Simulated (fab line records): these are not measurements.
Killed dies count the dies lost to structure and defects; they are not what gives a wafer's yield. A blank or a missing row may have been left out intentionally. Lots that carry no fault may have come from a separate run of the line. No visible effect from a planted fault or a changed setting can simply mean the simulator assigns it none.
What tool caused it? || flow n5_finfet || at 1 step of a route of 1938, 11 lots with 33 wafers sampled

== WHAT THE GAUGES SHOWED, per wafer ==
N5_BEOL_M11_INSPECT_58: inspects for defects (darkfield).
{"lot": "L342", "measured": "day 10 13:08", "on": "defect_inspect-02", "raw_defect_count": "78 64 107"}
{"lot": "L343", "measured": "day 10 22:30", "on": "defect_inspect-01", "raw_defect_count": "51 79 59"}
{"lot": "L344", "measured": "day 11 08:16", "on": "defect_inspect-02", "raw_defect_count": "77 46 73"}
{"lot": "L346", "measured": "day 12 06:33", "on": "defect_inspect-02", "raw_defect_count": "91 66 66"}
{"lot": "L349", "measured": "day 12 09:54", "on": "defect_inspect-02", "raw_defect_count": "80 76 34"}
{"lot": "L350", "measured": "day 12 20:01", "on": "defect_inspect-01", "raw_defect_count": "107 124 57"}
{"lot": "L358", "measured": "day 14 15:30", "on": "defect_inspect-02", "raw_defect_count": "43 77 81"}
{"lot": "L360", "measured": "day 15 09:59", "on": "defect_inspect-01", "raw_defect_count": "63 48 51"}
{"lot": "L362", "measured": "day 15 22:58", "on": "defect_inspect-02", "raw_defect_count": "84 73 80"}
{"lot": "L363", "measured": "day 16 09:59", "on": "defect_inspect-02", "raw_defect_count": "110 119 133"}
{"lot": "L364", "measured": "day 16 10:25", "on": "defect_inspect-01", "raw_defect_count": "62 85 70"}

== WHICH TOOL RAN EACH LOT (tool, then ch and the chambers of the sampled wafers, then the start) ==
The record shows no process step preceding these readings.

== THE ANSWER, worked out from the rows above alone ==
Rule: the lots themselves supply what counts as usual. Put in order of their means at a reading, lots are off if they are a third of the lots or fewer, leave a main group of 4 or more, and stand apart from it by a gap of 3 or more times the standard deviation of the main group's means; of several such gaps the widest counts. If all means in a main group match to the digits the tables above print for the reading, that group is not used. Also off: a lot with no number at a reading for which 4 or more lots have one. All remaining lots with rows at the step are treated as sound.
None of the lots is off at any reading shown; this tells nothing.

== WHAT THE SIMULATOR PUT IN ==
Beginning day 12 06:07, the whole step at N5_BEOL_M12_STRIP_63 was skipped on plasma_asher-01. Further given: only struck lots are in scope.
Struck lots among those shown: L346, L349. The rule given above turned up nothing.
